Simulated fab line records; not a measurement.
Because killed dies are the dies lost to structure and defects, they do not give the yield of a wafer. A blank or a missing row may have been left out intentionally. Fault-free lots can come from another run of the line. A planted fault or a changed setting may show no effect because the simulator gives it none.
Matching of chambers / flow n5-finfet / N5_BEOL_M14_DESCUM_15 on rie-diel-04 has 4 sister chambers
The step chemistry O2, time 7.9 s. 16 wafers are shown with their chamber, then 8 later ones without.

## WAFERS PAIRED WITH THEIR CHAMBERS
wafer=L074.1; chamber=2; showerhead-plenum-p-Torr (Torr)=2.08; drypump-motor-current-A (A)=6.0; throttle-valve-pct (%)=20.27
wafer=L074.3; chamber=1; showerhead-plenum-p-Torr (Torr)=2.14; drypump-motor-current-A (A)=5.9; throttle-valve-pct (%)=20.35
wafer=L074.4; chamber=0; showerhead-plenum-p-Torr (Torr)=1.99; drypump-motor-current-A (A)=5.9; throttle-valve-pct (%)=20.12
wafer=L075.1; chamber=1; showerhead-plenum-p-Torr (Torr)=2.14; drypump-motor-current-A (A)=5.9; throttle-valve-pct (%)=20.36
wafer=L075.4; chamber=3; showerhead-plenum-p-Torr (Torr)=2.01; drypump-motor-current-A (A)=5.2; throttle-valve-pct (%)=20.53
wafer=L075.6; chamber=0; showerhead-plenum-p-Torr (Torr)=1.99; drypump-motor-current-A (A)=5.9; throttle-valve-pct (%)=20.13
wafer=L077.3; chamber=0; showerhead-plenum-p-Torr (Torr)=1.99; drypump-motor-current-A (A)=5.9; throttle-valve-pct (%)=20.12
wafer=L077.5; chamber=3; showerhead-plenum-p-Torr (Torr)=2.01; drypump-motor-current-A (A)=5.2; throttle-valve-pct (%)=20.52
wafer=L077.6; chamber=2; showerhead-plenum-p-Torr (Torr)=2.08; drypump-motor-current-A (A)=6.0; throttle-valve-pct (%)=20.29
wafer=L078.1; chamber=2; showerhead-plenum-p-Torr (Torr)=2.08; drypump-motor-current-A (A)=6.0; throttle-valve-pct (%)=20.29
wafer=L078.2; chamber=1; showerhead-plenum-p-Torr (Torr)=2.14; drypump-motor-current-A (A)=5.8; throttle-valve-pct (%)=20.39
wafer=L078.3; chamber=3; showerhead-plenum-p-Torr (Torr)=2.01; drypump-motor-current-A (A)=5.1; throttle-valve-pct (%)=20.53
wafer=L079.2; chamber=3; showerhead-plenum-p-Torr (Torr)=2.01; drypump-motor-current-A (A)=5.2; throttle-valve-pct (%)=20.53
wafer=L079.4; chamber=0; showerhead-plenum-p-Torr (Torr)=1.99; drypump-motor-current-A (A)=5.9; throttle-valve-pct (%)=20.14
wafer=L079.5; chamber=3; showerhead-plenum-p-Torr (Torr)=2.01; drypump-motor-current-A (A)=5.1; throttle-valve-pct (%)=20.52
wafer=L091.3; chamber=0; showerhead-plenum-p-Torr (Torr)=1.98; drypump-motor-current-A (A)=5.9; throttle-valve-pct (%)=20.19

SIGNATURES, as means of the wafers listed above
reading=showerhead-plenum-p-Torr; chamber 0=1.9880; chamber 1=2.1400; chamber 2=2.0800; chamber 3=2.0100; scatter within a chamber=0.00258
reading=drypump-motor-current-A; chamber 0=5.900; chamber 1=5.867; chamber 2=6.000; chamber 3=5.160; scatter within a chamber=0.0394
reading=throttle-valve-pct; chamber 0=20.1400; chamber 1=20.3667; chamber 2=20.2833; chamber 3=20.5260; scatter within a chamber=0.0197
Rule: a wafer's distance from a chamber is the root of the sum, over the readings, of the square of ((its reading less the chamber's mean) divided by the reading's scatter). If the next closest chamber is less than 2 further off than the closest, the wafer can't be placed; otherwise it belongs to the closest. The scatter is the square root of a quotient: the sum, over the shown wafers, of each reading's squared deviation from its chamber's mean, divided by wafers minus chambers.

## WAFERS WITH NO CHAMBER GIVEN
wafer=L091.4; showerhead-plenum-p-Torr (Torr)=2.00; drypump-motor-current-A (A)=5.1; throttle-valve-pct (%)=20.57
wafer=L091.6; showerhead-plenum-p-Torr (Torr)=2.13; drypump-motor-current-A (A)=5.8; throttle-valve-pct (%)=20.42
wafer=L092.2; showerhead-plenum-p-Torr (Torr)=1.98; drypump-motor-current-A (A)=5.9; throttle-valve-pct (%)=20.17
wafer=L092.3; showerhead-plenum-p-Torr (Torr)=2.00; drypump-motor-current-A (A)=5.1; throttle-valve-pct (%)=20.58
wafer=L092.5; showerhead-plenum-p-Torr (Torr)=1.98; drypump-motor-current-A (A)=5.9; throttle-valve-pct (%)=20.18
wafer=L093.2; showerhead-plenum-p-Torr (Torr)=1.98; drypump-motor-current-A (A)=6.0; throttle-valve-pct (%)=20.20
wafer=L093.5; showerhead-plenum-p-Torr (Torr)=2.13; drypump-motor-current-A (A)=5.9; throttle-valve-pct (%)=20.43
wafer=L093.6; showerhead-plenum-p-Torr (Torr)=2.07; drypump-motor-current-A (A)=6.0; throttle-valve-pct (%)=20.11

## THE CHAMBER EACH PASSED THROUGH
wafer=L091.4; from the rows above=3; in truth=3
wafer=L091.6; from the rows above=1; in truth=1
wafer=L092.2; from the rows above=0; in truth=0
wafer=L092.3; from the rows above=3; in truth=3
wafer=L092.5; from the rows above=0; in truth=0
wafer=L093.2; from the rows above=0; in truth=0
wafer=L093.5; from the rows above=1; in truth=1
wafer=L093.6; from the rows above=2; in truth=2
Correctly placed: 8 of 8. From these rows, 0 cannot be placed. Placed wrongly: 0.
